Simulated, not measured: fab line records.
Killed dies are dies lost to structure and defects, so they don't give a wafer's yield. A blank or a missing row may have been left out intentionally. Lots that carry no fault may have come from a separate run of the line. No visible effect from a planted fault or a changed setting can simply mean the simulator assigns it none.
fab line records ; flow nand-harc ; part 2 of 2: steps 24 to 32 of 32
record: lots: 5; wafers: 15; last-day: 32
route steps=1302 shown A_CONTACT@1065
lots that met no fault: from a run of the same line without faults
start-h: start of the lot's first displayed wafer, in hours after the record's first day ; wait-h: how many hours have passed since the lot's step before this one ; " identical to the entry in the row above ; L1.1+2: a row that stands for several wafers ; - no value present, or no start provided ; * or withheld: withheld ; < > ~ a bound
route shown NAME@n: a module of which the file shows steps, and the number in the route of the first ; usual: mean/standard deviation taken from wafers without a fault ; same: alike in all rows ; chamber/n: place in a boat ; sites: each site's reading ; _std_site: their standard deviation ; _edge_site: mean of outer sites minus mean of inner sites ; radius-mm: how far each site lies from the wafer's centre ; mask NAME#n: copy n ; behind: tool/chamber where the wafer was last shaped ; hold: cause of the lot's hold/its duration in hours/its outcome ; device: whichever transistor did not switch (one of n, p or np) ; end of line: at the end of the route, the tests of the same wafers ; where a step has no rows: the recipe by itself ; killed: the dies lost at the first sort to structure and to defects; this is not the yield of the wafer ; map: per-die view of a wafer (x killed, . not killed, _ where there is no die)
set.NAME: the setting the step ran with; set.NAME@STEP: the setting that earlier step ran with ; model.NAME: the simulator's own value behind a step, which no gauge read
a table for each step, a row for each wafer; lots at some steps of the route
services: from which hour (start-h, from the record's first day; less than 0 if before it) a tool's chamber was out of use, for how many hours, and why
== steps ==
step: NHARC_A_CONTACT_ETCH_136
recipe: source-w: withheld; pressure-mtorr: 20; bias-v: 1200; time-s: 311; target-depth-a: 19120; ar-flow-sccm: withheld; c4f8-flow-sccm: withheld; o2-flow-sccm: withheld; chemistry: C4F8/O2/Ar
lot.wafer;tool;chamber;start-h;wait-h;rf-hours-counter-h
L077.2;har-cap-etch-01;1;540.82;0.2;5
L077.3;har-cap-etch-01;1;540.82;0.2;-
L077.5;har-cap-etch-01;0;540.82;0.2;-
L080.1;har-cap-etch-03;1;572.95;0.2;58
L080.3;har-cap-etch-03;0;572.95;0.2;-
L080.4;har-cap-etch-03;1;572.95;0.2;-
L086.2;har-cap-etch-03;1;631.69;0.2;67
L086.4;har-cap-etch-03;1;631.69;0.2;-
L086.3;har-cap-etch-03;0;631.69;0.2;-
L087.2;har-cap-etch-03;1;652.07;0.2;72
L087.4;har-cap-etch-03;1;652.07;0.2;-
L087.6;har-cap-etch-03;1;652.07;0.2;-
L096.2;har-cap-etch-01;1;724.72;0.2;41
L096.4;har-cap-etch-01;0;724.72;0.2;-
L096.5;har-cap-etch-01;1;724.72;0.2;-
step: NHARC_A_CONTACT_ETCH_137
recipe: source-w: withheld; pressure-mtorr: 20; bias-v: 1200; time-s: 311; target-depth-a: 19120; ar-flow-sccm: withheld; c4f8-flow-sccm: withheld; o2-flow-sccm: withheld; chemistry: C4F8/O2/Ar
lot.wafer;tool;chamber;start-h;wait-h;rf-hours-counter-h
L077.2;har-cap-etch-01;1;541.09;0.2;6
L077.3;har-cap-etch-01;1;541.09;0.2;-
L077.5;har-cap-etch-01;0;541.09;0.2;-
L080.1;har-cap-etch-03;1;573.22;0.2;58
L080.3;har-cap-etch-03;0;573.22;0.2;-
L080.4;har-cap-etch-03;1;573.22;0.2;-
L086.2;har-cap-etch-03;1;631.97;0.2;67
L086.4;har-cap-etch-03;1;631.97;0.2;-
L086.3;har-cap-etch-03;0;631.97;0.2;-
L087.2;har-cap-etch-03;1;652.34;0.2;72
L087.4;har-cap-etch-03;1;652.34;0.2;-
L087.6;har-cap-etch-03;1;652.34;0.2;-
L096.2;har-cap-etch-01;1;724.99;0.2;41
L096.4;har-cap-etch-01;0;724.99;0.2;-
L096.5;har-cap-etch-01;1;724.99;0.2;-
step: NHARC_A_CONTACT_ETCH_138
recipe: source-w: withheld; pressure-mtorr: 20; bias-v: 1200; time-s: 311; target-depth-a: 19140; ar-flow-sccm: withheld; c4f8-flow-sccm: withheld; o2-flow-sccm: withheld; chemistry: C4F8/O2/Ar
lot.wafer;tool;chamber;start-h;wait-h;rf-hours-counter-h
L077.2;har-cap-etch-01;1;541.36;0.2;6
L077.3;har-cap-etch-01;1;541.36;0.2;-
L077.5;har-cap-etch-01;0;541.36;0.2;-
L080.1;har-cap-etch-03;1;573.50;0.2;59
L080.3;har-cap-etch-03;0;573.50;0.2;-
L080.4;har-cap-etch-03;1;573.50;0.2;-
L086.2;har-cap-etch-03;1;632.25;0.2;67
L086.4;har-cap-etch-03;1;632.25;0.2;-
L086.3;har-cap-etch-03;0;632.25;0.2;-
L087.2;har-cap-etch-03;1;652.61;0.2;72
L087.4;har-cap-etch-03;1;652.61;0.2;-
L087.6;har-cap-etch-03;1;652.61;0.2;-
L096.2;har-cap-etch-01;1;725.26;0.2;42
L096.4;har-cap-etch-01;0;725.26;0.2;-
L096.5;har-cap-etch-01;1;725.26;0.2;-
step: NHARC_A_CONTACT_ETCH_139
recipe: source-w: withheld; pressure-mtorr: 20; bias-v: 400; time-s: 195; target-depth-a: 8400; ar-flow-sccm: withheld; c4f8-flow-sccm: 11.5; o2-flow-sccm: 7.2; chemistry: C4F8/O2/Ar
lot.wafer;tool;chamber;start-h;wait-h;rf-hours-counter-h
L077.2;har-cap-etch-01;1;541.63;0.2;6
L077.3;har-cap-etch-01;1;541.63;0.2;-
L077.5;har-cap-etch-01;0;541.63;0.2;-
L080.1;har-cap-etch-03;1;573.77;0.2;59
L080.3;har-cap-etch-03;0;573.77;0.2;-
L080.4;har-cap-etch-03;1;573.77;0.2;-
L086.2;har-cap-etch-03;1;632.51;0.2;67
L086.4;har-cap-etch-03;1;632.51;0.2;-
L086.3;har-cap-etch-03;0;632.51;0.2;-
L087.2;har-cap-etch-03;1;652.89;0.2;72
L087.4;har-cap-etch-03;1;652.89;0.2;-
L087.6;har-cap-etch-03;1;652.89;0.2;-
L096.2;har-cap-etch-01;1;725.53;0.2;42
L096.4;har-cap-etch-01;0;725.53;0.2;-
L096.5;har-cap-etch-01;1;725.53;0.2;-
step: NHARC_A_CONTACT_ETCH_92
recipe: target-depth-a: 400; over-etch-frac: 0.5; time-s: 85.7; ion-energy-ev: 120; ch3f-flow-sccm: 50; o2-flow-sccm: 30; ar-flow-sccm: 200; rf-w: 500; bias-w: 100; chemistry: CH3F/O2
usual: drypump-motor-current-A: 5.7/0.45; oes-product-au: 0.933/0.025; rf-vpp-V: 244.9/1.7; showerhead-plenum-p-Torr: 2.50/0.1; throttle-valve-pct: 20.662/0.0091
lot.wafer;tool;chamber;start-h;wait-h;drypump-motor-current-A;oes-product-au;rf-hours-counter-h;rf-vpp-V;showerhead-plenum-p-Torr;throttle-valve-pct
L077.3;rie-diel-11;1;542.14;0.4;5.8;0.926;17;244.8;2.36;20.657
L077.2;rie-diel-11;2;542.14;0.4;5.2;0.931;15;244.6;2.53;20.676
L077.5;rie-diel-11;1;542.14;0.4;5.8;0.921;-;242.6;2.36;20.670
L080.4;rie-diel-11;0;574.28;0.4;6.0;0.920;23;246.5;2.60;20.659
L080.3;rie-diel-11;1;574.28;0.4;5.8;0.920;22;241.9;2.36;20.655
L080.1;rie-diel-11;3;574.28;0.4;5.4;0.932;22;245.1;2.54;20.652
L086.3;rie-diel-11;3;633.07;0.4;5.4;0.925;3;246.7;2.54;20.680
L086.4;rie-diel-11;0;633.07;0.4;6.0;0.919;4;247.2;2.60;20.662
L086.2;rie-diel-11;1;633.07;0.4;5.8;0.905;4;243.3;2.36;20.650
L087.2;rie-diel-04;2;653.45;0.5;6.0;0.941;41;246.0;2.62;20.659
L087.4;rie-diel-04;0;653.45;0.5;6.1;0.921;39;245.2;2.51;20.656
L087.6;rie-diel-04;2;653.45;0.5;6.0;0.930;-;247.2;2.62;20.672
L096.2;rie-diel-11;1;726.05;0.5;5.8;0.918;20;242.5;2.35;20.670
L096.4;rie-diel-11;1;726.05;0.5;5.8;0.911;-;243.4;2.35;20.660
L096.5;rie-diel-11;3;726.05;0.5;5.4;0.945;-;243.7;2.54;20.659
step: NHARC_A_CONTACT_ETCH_98
recipe: target-depth-a: 200; over-etch-frac: 0.5; time-s: 10; ion-energy-ev: 250; c4f6-flow-sccm: 25; o2-flow-sccm: 20; ar-flow-sccm: 500; rf-w: 600; bias-w: 500; chemistry: C4F6/O2
usual: drypump-motor-current-A: 5.7/0.45; oes-product-au: 0.954/0.021; rf-vpp-V: 548/3.3; showerhead-plenum-p-Torr: 3.98/0.16; throttle-valve-pct: 26.904/0.0098
lot.wafer;tool;chamber;start-h;wait-h;drypump-motor-current-A;oes-product-au;rf-hours-counter-h;rf-vpp-V;showerhead-plenum-p-Torr;throttle-valve-pct
L077.2;rie-diel-11;0;-;-;6.0;0.948;17;552;4.14;26.905
L077.3;rie-diel-11;3;-;-;5.4;0.948;16;550;4.06;26.904
L077.5;rie-diel-11;1;-;-;5.8;0.948;-;544;3.78;26.903
L080.3;rie-diel-11;1;-;-;5.8;0.951;22;544;3.78;26.899
L080.1;rie-diel-11;2;-;-;5.2;0.940;22;548;4.03;26.889
L080.4;rie-diel-11;3;-;-;5.4;0.952;22;549;4.05;26.907
L086.2;rie-diel-11;1;-;-;5.8;0.917;4;543;3.77;26.906
L086.4;rie-diel-11;3;-;-;5.4;0.952;3;551;4.05;26.910
L086.3;rie-diel-11;0;-;-;6.0;0.946;4;551;4.14;26.905
L087.4;rie-diel-04;1;-;-;4.8;0.944;36;549;4.07;26.908
L087.2;rie-diel-04;3;-;-;6.4;0.949;43;544;3.77;26.901
L087.6;rie-diel-04;1;-;-;4.8;0.942;-;550;4.07;26.911
L096.2;rie-diel-11;1;726.27;0.2;5.8;0.946;20;543;3.76;26.899
L096.4;rie-diel-11;3;726.27;0.2;5.4;0.979;-;549;4.04;26.902
L096.5;rie-diel-11;1;726.27;0.2;5.8;0.942;-;542;3.76;26.893
step: NHARC_A_CONTACT_CD_MEAS_15
usual: cd-nm: 190.2/0.54
lot.wafer;tool;chamber;start-h;wait-h;cd-nm
L077.2;cd-sem-01;-;542.36;-;190.0
L077.3;cd-sem-01;-;542.36;-;190.3
L077.5;cd-sem-01;-;542.36;-;190.4
L080.1;cd-sem-01;-;574.50;-;190.0
L080.3;cd-sem-01;-;574.50;-;191.0
L080.4;cd-sem-01;-;574.50;-;191.5
L086.2;cd-sem-02;-;633.29;-;189.5
L086.3;cd-sem-02;-;633.29;-;189.8
L086.4;cd-sem-02;-;633.29;-;190.1
L087.2;cd-sem-02;-;653.67;-;189.6
L087.4;cd-sem-02;-;653.67;-;189.0
L087.6;cd-sem-02;-;653.67;-;188.8
L096.2;cd-sem-02;-;726.38;0.1;190.0
L096.4;cd-sem-02;-;726.38;0.1;190.3
L096.5;cd-sem-02;-;726.38;0.1;190.3
step: NHARC_A_CONTACT_STRIP_107
recipe: n2-flow-sccm: 150; h2-flow-sccm: 150; ar-flow-sccm: 0; bias-w: 0; chemistry: N2/H2
lot.wafer;tool;chamber;start-h;wait-h
L077.3+2+5;rie-diel-11;3,1,2;542.46;0.1
L080.3+4+1;rie-diel-11;1,3,0;574.57;0.1
L086.2+3+4;rie-diel-13;1,2,0;633.36;0.1
L087.2+6+4;rie-diel-11;2,0,1;653.77;0.1
L096.4+2+5;rie-diel-04;3,0,3;726.47;0.1
step: NHARC_A_CONTACT_STRIP_108
recipe: cf4-flow-sccm: 100; chf3-flow-sccm: 30; ar-flow-sccm: 0; bias-w: 0; chemistry: CF4/CHF3
lot.wafer;tool;chamber;start-h;wait-h
L077.2+3+5;rie-diel-11;1,3,0;542.55;0.1
L080.1+3+4;rie-diel-11;2,0,1;574.67;0.1
L086.4+2+3;rie-diel-13;2,3,1;633.46;0.1
L087.2+4+6;rie-diel-11;2,1,2;653.87;0.1
L096.2+4+5;rie-diel-04;0,2,0;729.46;3.0
== services ==
tool;chamber;start-h;hours;kind
rie-diel-13;-;519.06;9.0;pm
litho-track-06;-;529.00;7.0;pm
rie-diel-04;-;533.45;9.0;pm
rie-diel-11;0;533.94;3.5;repair
arfi-scanner-03;-;540.81;4.0;pm
pecvd-03;-;547.00;13.0;pm
litho-track-04;-;553.00;7.0;pm
arfi-scanner-03;-;556.35;2.8;repair
rie-diel-13;0;590.19;16.5;repair
rie-diel-13;3;593.53;2.5;repair
arfi-scanner-01;-;596.00;4.0;pm
wet-bench-02;-;596.03;8.0;pm
rie-diel-11;-;609.67;9.0;pm
wet-bench-05;-;612.80;8.0;pm
rie-diel-11;3;648.17;8.8;repair
acl-dep-03;-;663.61;13.0;pm
rie-diel-11;3;676.77;15.5;repair
litho-track-01;-;680.00;7.0;pm
rie-diel-11;1;690.05;7.9;repair
litho-track-06;-;704.00;7.0;pm
rie-diel-04;-;710.56;9.0;pm
rie-diel-11;0;722.04;6.5;repair
litho-track-04;-;728.00;7.0;pm
pecvd-03;-;728.03;13.0;pm
